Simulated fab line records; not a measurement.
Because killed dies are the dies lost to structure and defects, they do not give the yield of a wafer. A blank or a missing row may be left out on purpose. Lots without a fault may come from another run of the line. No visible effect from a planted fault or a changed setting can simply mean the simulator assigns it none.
Which tool is to blame? / flow n5-finfet / 30 wafers sampled from 10 lots at 1 step of a route of 1938

WHAT THE GAUGES READ, wafer by wafer
N5_BEOL_M3_OVL_MEAS_12.
lot=L074; measured=day 7 00:17; on=overlay-02; M3_OVL (nm)=-0.5 0.0 -0.4
lot=L077; measured=day 7 18:17; on=overlay-02; M3_OVL (nm)=-1.3 -1.5 -1.3
lot=L080; measured=day 8 15:05; on=overlay-01; M3_OVL (nm)=-0.4 -0.2 -0.4
lot=L082; measured=day 8 20:35; on=overlay-01; M3_OVL (nm)=0.5 0.2 -0.7
lot=L084; measured=day 9 04:20; on=overlay-01; M3_OVL (nm)=-0.3 -0.8 -0.7
lot=L085; measured=day 10 04:31; on=overlay-01; M3_OVL (nm)=-0.2 0.7 -0.2
lot=L088; measured=day 10 10:11; on=overlay-01; M3_OVL (nm)=-0.5 -0.8 -0.7
lot=L090; measured=day 11 00:43; on=overlay-01; M3_OVL (nm)=-0.2 -0.5 -1.3
lot=L093; measured=day 11 21:58; on=overlay-01; M3_OVL (nm)=0.5 0.3 0.7
lot=L095; measured=day 12 18:03; on=overlay-01; M3_OVL (nm)=-2.1 -1.0 -0.1

EACH LOT AND THE TOOL THAT RAN IT (in order: tool; ch and the chambers of the sampled wafers; start)
Record: no process step prior to these readings.

THE ANSWER, worked out from the rows above alone
Rule: the usual values come from the lots themselves. Put in order of their means at a reading, lots are off if they are a third of the lots or fewer, leave a main group of 4 or more, and stand apart from it by a gap of 3 or more times the standard deviation of the main group's means; of several such gaps the widest counts. If all means in a main group match to the digits the tables above print for the reading, that group is not used. Also off: a lot with no number at a reading for which 4 or more lots have one. Where the step has rows for the other lots, those lots are counted as sound.
None of the lots is off at any reading shown; this tells nothing.

WHAT HAD BEEN PUT IN BY THE SIMULATOR
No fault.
